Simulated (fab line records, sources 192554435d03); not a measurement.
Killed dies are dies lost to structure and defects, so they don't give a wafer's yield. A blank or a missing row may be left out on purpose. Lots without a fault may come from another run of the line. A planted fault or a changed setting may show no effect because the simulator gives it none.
Chamber matching | flow n5_finfet | N5_BEOL_M5_ETCH_75 on rie_diel-04: 4 sister chambers
The step etches underlayer in N2/H2, target depth 6.5 nm, time 5.2 s. 20 wafers are shown with their chamber, then 10 later ones without.

WAFERS WITH THEIR CHAMBER
wafer  | chamber | showerhead_plenum_p_Torr (Torr) | drypump_motor_current_A (A) | throttle_valve_pct (%)
L077.2 | 0       | 2.60                            | 5.4                         | 18.39
L077.5 | 3       | 2.70                            | 5.5                         | 17.23
L077.6 | 2       | 2.61                            | 5.7                         | 17.80
L080.1 | 3       | 2.69                            | 5.4                         | 17.27
L080.3 | 2       | 2.60                            | 5.7                         | 17.83
L080.4 | 2       | 2.60                            | 5.7                         | 17.83
L082.2 | 1       | 2.61                            | 5.4                         | 18.01
L082.4 | 2       | 2.60                            | 5.7                         | 17.84
L082.6 | 3       | 2.69                            | 5.5                         | 17.25
L081.1 | 1       | 2.61                            | 5.4                         | 17.97
L081.3 | 2       | 2.60                            | 5.7                         | 17.85
L081.5 | 2       | 2.60                            | 5.7                         | 17.85
L083.1 | 0       | 2.60                            | 5.4                         | 18.00
L083.5 | 3       | 2.69                            | 5.5                         | 17.25
L083.6 | 0       | 2.60                            | 5.4                         | 17.98
L085.1 | 0       | 2.60                            | 5.4                         | 18.00
L085.4 | 3       | 2.69                            | 5.4                         | 17.28
L085.5 | 2       | 2.60                            | 5.7                         | 17.85
L090.3 | 0       | 2.59                            | 5.4                         | 18.01
L090.4 | 1       | 2.61                            | 5.4                         | 17.60

SIGNATURES (means of the wafers above)
reading                  | chamber 0 | chamber 1 | chamber 2 | chamber 3 | scatter within a chamber
showerhead_plenum_p_Torr | 2.5980    | 2.6100    | 2.6014    | 2.6920    | 0.00392
drypump_motor_current_A  | 5.400     | 5.400     | 5.700     | 5.460     | 0.0274
throttle_valve_pct       | 18.0760   | 17.8600   | 17.8357   | 17.2560   | 0.12
Rule: a wafer's distance from a chamber is the root of the sum, over the readings, of the square of ((its reading less the chamber's mean) divided by the reading's scatter). The wafer belongs to the nearest chamber; if the next one is less than 2 further off, it can't be placed. The scatter: the root of (the sum of the squares of (reading less its chamber's mean) over the shown wafers, divided by (wafers less chambers)).

WAFERS WITHOUT THEIR CHAMBER
wafer  | showerhead_plenum_p_Torr (Torr) | drypump_motor_current_A (A) | throttle_valve_pct (%)
L090.6 | 2.68                            | 5.5                         | 17.30
L092.2 | 2.59                            | 5.4                         | 18.04
L092.4 | 2.68                            | 5.4                         | 17.30
L092.6 | 2.59                            | 5.4                         | 18.04
L096.2 | 2.60                            | 5.4                         | 17.62
L096.3 | 2.59                            | 5.4                         | 18.04
L096.4 | 2.68                            | 5.5                         | 17.27
L097.1 | 2.59                            | 5.4                         | 18.04
L097.2 | 2.67                            | 5.5                         | 17.32
L097.6 | 2.59                            | 5.4                         | 18.05

WHICH CHAMBER EACH WENT THROUGH
wafer  | from the rows above     | in truth
L090.6 | 3                       | 3
L092.2 | 0                       | 0
L092.4 | 3                       | 3
L092.6 | 0                       | 0
L096.2 | can't be placed: 1 or 0 | 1
L096.3 | 0                       | 0
L096.4 | 3                       | 3
L097.1 | 0                       | 0
L097.2 | 3                       | 3
L097.6 | 0                       | 0
Placed correctly: 9 of 10. Can't be placed from these rows: 1 (the true chamber is among the candidates in 1). Placed wrongly: 0.
